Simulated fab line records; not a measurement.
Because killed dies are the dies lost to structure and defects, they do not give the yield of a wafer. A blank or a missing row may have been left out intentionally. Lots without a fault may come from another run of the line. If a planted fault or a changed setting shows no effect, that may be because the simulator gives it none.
A struck lot beside a sound one -- flow nand_harc -- 14 steps out of a route of 1302
Sound: these wafers, L177.1, L177.2, L177.4. Struck: wafer L180.6 (L180.4, L180.5, from the same lot, were not struck and are left out); the cause is given at the end.
Order at every step that has rows: each side's tool, ch and its chambers, its first start. Under that, the readings that differ: sound wafers -- struck wafers -- difference of the means -- sigmas: that difference in standard deviations of wafers without a fault.
alike: words and numbers the same on both sides, and readings whose means are apart by under 2 such deviations; not compared: readings that were withheld, readings missing a value for some wafer, numbers with overlapping values and no deviation given by the record, and bounds like >300 which may hide the same value.
A row with sigmas, a row that says differs or no value, or rows on one side alone: a step with any of these is where the two part. When numbers do not overlap yet have no deviation, they are printed without sigmas and do not part them. A reading that every wafer of one side lacks parts them only if that side has two wafers or more.

first, 9 steps without rows for these wafers: NHARC_THIN_TSV_PVD_24 (deposits Al, target thk 800 nm); NHARC_THIN_TSV_DEHYDRATE_25 (time 120 s); NHARC_THIN_TSV_HMDS_26 (time 30 s); NHARC_THIN_TSV_COAT_27; NHARC_THIN_TSV_SOFTBAKE_28 (time 95 s); NHARC_THIN_TSV_EBR_29; NHARC_THIN_TSV_EXPOSE_30 (exposes mask PAD); NHARC_THIN_TSV_PEB_31 (peb time 85 s); NHARC_THIN_TSV_DEVELOP_32 (time 70 s).
NHARC_THIN_TSV_CD_MEAS_33: the cd target is 5000 nm.
  sound on cd_sem-01 ch 0, day 25 09:32; struck on cd_sem-03 ch 0, day 26 04:54
  alike: cd_nm
then, 1 step without rows for these wafers: NHARC_THIN_TSV_HARDBAKE_34 (time 80 s).
NHARC_THIN_TSV_DESCUM_35: chemistry O2, time 3 s.
  sound on rie_diel-07 ch 0,1,2, day 25 09:43; struck on rie_diel-11 ch 0, day 26 05:05
  alike: drypump_motor_current_A, o2_flow_sccm, oes_product_au, rf_vpp_V, showerhead_plenum_p_Torr, throttle_valve_pct
  not compared: rf_hours_counter_h
NHARC_THIN_TSV_ETCH_59: etches the open film in Cl2/BCl3, target depth 880 nm, time 138.1 s.
  sound on rie_metal-03 ch 0,1, day 25 09:49; struck on rie_metal-02 ch 0, day 26 05:16
reading,sound,struck,difference,sigmas
run_length_s (s),159.5 159.9 159.5,148.8,-10.8,-24
  alike: drypump_motor_current_A, mfc_cl2_sccm, oes_product_au, throttle_valve_pct
  not compared: rf_hours_counter_h
NHARC_THIN_TSV_ETCH_36: etches the open film in Cl2/BCl3, target depth 65 nm, time 18.571 s.
  sound on rie_metal-03 ch 0,1, day 25 10:05; struck on rie_metal-02 ch 1, day 26 05:28
reading,sound,struck,difference,sigmas
drypump_motor_current_A (A),5.7 6.4 6.5,5.2,-1.0,-2
  alike: oes_product_au, run_length_s
  not compared: rf_hours_counter_h

== WHERE THEY PART ==
Earliest at NHARC_THIN_TSV_ETCH_59; latest, in this record, at NHARC_THIN_TSV_ETCH_36.

WHY: the cause the simulator had injected
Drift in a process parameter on rie_metal-02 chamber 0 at NHARC_THIN_TSV_ETCH_59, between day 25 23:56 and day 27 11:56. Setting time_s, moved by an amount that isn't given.
